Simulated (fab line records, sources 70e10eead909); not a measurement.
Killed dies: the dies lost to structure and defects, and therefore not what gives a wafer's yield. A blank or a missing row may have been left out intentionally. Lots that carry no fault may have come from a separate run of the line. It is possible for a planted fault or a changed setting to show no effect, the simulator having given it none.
Chamber matching || flow nand-harc || 4 sister chambers for NHARC_THIN_TSV_ETCHBACK_48 on rie-diel-13
The step etches the open film in C4F8/Ar, target depth 1028.5 nm, time 405.17 s. 8 wafers are shown with their chamber, then 7 later ones without.

## WAFERS PAIRED WITH THEIR CHAMBERS
{"wafer": "L381.1", "chamber": 1, "rf-vpp-V (V)": 550, "oes-product-au (a.u.)": 0.925}
{"wafer": "L381.6", "chamber": 2, "rf-vpp-V (V)": 541, "oes-product-au (a.u.)": 0.920}
{"wafer": "L382.2", "chamber": 1, "rf-vpp-V (V)": 550, "oes-product-au (a.u.)": 0.934}
{"wafer": "L382.4", "chamber": 2, "rf-vpp-V (V)": 542, "oes-product-au (a.u.)": 0.925}
{"wafer": "L384.1", "chamber": 3, "rf-vpp-V (V)": 547, "oes-product-au (a.u.)": 0.912}
{"wafer": "L384.5", "chamber": 0, "rf-vpp-V (V)": 551, "oes-product-au (a.u.)": 0.922}
{"wafer": "L394.1", "chamber": 0, "rf-vpp-V (V)": 552, "oes-product-au (a.u.)": 0.932}
{"wafer": "L394.3", "chamber": 3, "rf-vpp-V (V)": 546, "oes-product-au (a.u.)": 0.919}

## WAFERS WITHOUT THEIR CHAMBER
{"wafer": "L394.4", "rf-vpp-V (V)": 541, "oes-product-au (a.u.)": 0.919}
{"wafer": "L393.3", "rf-vpp-V (V)": 542, "oes-product-au (a.u.)": 0.932}
{"wafer": "L393.4", "rf-vpp-V (V)": 546, "oes-product-au (a.u.)": 0.924}
{"wafer": "L393.6", "rf-vpp-V (V)": 542, "oes-product-au (a.u.)": 0.933}
{"wafer": "L395.3", "rf-vpp-V (V)": 550, "oes-product-au (a.u.)": 0.925}
{"wafer": "L395.5", "rf-vpp-V (V)": 546, "oes-product-au (a.u.)": 0.917}
{"wafer": "L395.6", "rf-vpp-V (V)": 543, "oes-product-au (a.u.)": 0.925}

## EACH ONE'S CHAMBER
{"wafer": "L394.4", "from the rows above": 2, "in truth": 2}
{"wafer": "L393.3", "from the rows above": 2, "in truth": 2}
{"wafer": "L393.4", "from the rows above": 3, "in truth": 3}
{"wafer": "L393.6", "from the rows above": 2, "in truth": 2}
{"wafer": "L395.3", "from the rows above": "can't be placed: 1 or 0", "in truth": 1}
{"wafer": "L395.5", "from the rows above": 3, "in truth": 3}
{"wafer": "L395.6", "from the rows above": 2, "in truth": 2}
Correct placement for 6 of the 7. Unplaceable from these rows: 1, with the true chamber sitting among the candidates in 1. 0 placed wrongly.
How it was worked out, from the rows above alone: a wafer's distance from a chamber is the root of the sum, over the readings, of the square of ((its reading less the chamber's mean) divided by the reading's scatter). The wafer belongs to the nearest chamber; if the next one is less than 2 further off, it can't be placed. For every chamber, the mean is computed from those of its wafers that are shown. The scatter is the square root of a quotient: the sum, over the shown wafers, of each reading's squared deviation from its chamber's mean, divided by wafers minus chambers.
